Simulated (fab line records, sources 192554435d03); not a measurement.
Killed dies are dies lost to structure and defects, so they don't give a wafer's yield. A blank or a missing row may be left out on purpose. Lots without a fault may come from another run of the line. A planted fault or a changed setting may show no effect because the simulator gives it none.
Chamber matching | flow n5_finfet | N5_BEOL_M1_CO_CAP_55 on cvd_co-01: 3 sister chambers
The step material Co, precursor CCTBA/H2, target thk 2 nm, time 102.1 s. 30 wafers are shown with their chamber, then 12 later ones without.

WAFERS WITH THEIR CHAMBER
wafer  | chamber | heater_power_w (W)
L075.1 | 1       | 240
L075.3 | 0       | 276
L075.5 | 0       | 275
L077.1 | 2       | 247
L077.2 | 1       | 248
L077.3 | 0       | 272
L077.4 | 1       | 240
L077.5 | 2       | 244
L077.6 | 0       | 271
L080.1 | 1       | 244
L080.2 | 0       | 278
L080.6 | 0       | 286
L082.1 | 2       | 243
L082.2 | 0       | 280
L082.3 | 1       | 244
L082.4 | 0       | 275
L082.5 | 1       | 241
L082.6 | 2       | 241
L084.1 | 2       | 239
L084.3 | 0       | 281
L084.6 | 1       | 246
L085.1 | 0       | 281
L085.2 | 1       | 248
L085.3 | 2       | 246
L085.4 | 1       | 245
L085.5 | 0       | 276
L085.6 | 2       | 259
L090.1 | 2       | 243
L090.4 | 1       | 245
L090.6 | 0       | 279

SIGNATURES (means of the wafers above)
reading        | chamber 0 | chamber 1 | chamber 2 | scatter within a chamber
heater_power_w | 277.50    | 244.10    | 245.25    | 4.45
Rule: a wafer's distance from a chamber is the root of the sum, over the readings, of the square of ((its reading less the chamber's mean) divided by the reading's scatter). The wafer belongs to the nearest chamber; if the next one is less than 2 further off, it can't be placed. The scatter: the root of (the sum of the squares of (reading less its chamber's mean) over the shown wafers, divided by (wafers less chambers)).

WAFERS WITHOUT THEIR CHAMBER
wafer  | heater_power_w (W)
L091.1 | 280
L091.2 | 244
L091.3 | 253
L091.4 | 249
L091.5 | 273
L091.6 | 244
L093.1 | 245
L093.4 | 244
L093.5 | 277
L096.4 | 254
L096.5 | 248
L096.6 | 282

WHICH CHAMBER EACH WENT THROUGH
wafer  | from the rows above     | in truth
L091.1 | 0                       | 0
L091.2 | can't be placed: 1 or 2 | 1
L091.3 | can't be placed: 2 or 1 | 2
L091.4 | can't be placed: 2 or 1 | 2
L091.5 | 0                       | 0
L091.6 | can't be placed: 1 or 2 | 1
L093.1 | can't be placed: 2 or 1 | 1
L093.4 | can't be placed: 1 or 2 | 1
L093.5 | 0                       | 0
L096.4 | can't be placed: 2 or 1 | 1
L096.5 | can't be placed: 2 or 1 | 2
L096.6 | 0                       | 0
Placed correctly: 4 of 12. Can't be placed from these rows: 8 (the true chamber is among the candidates in 8). Placed wrongly: 0.
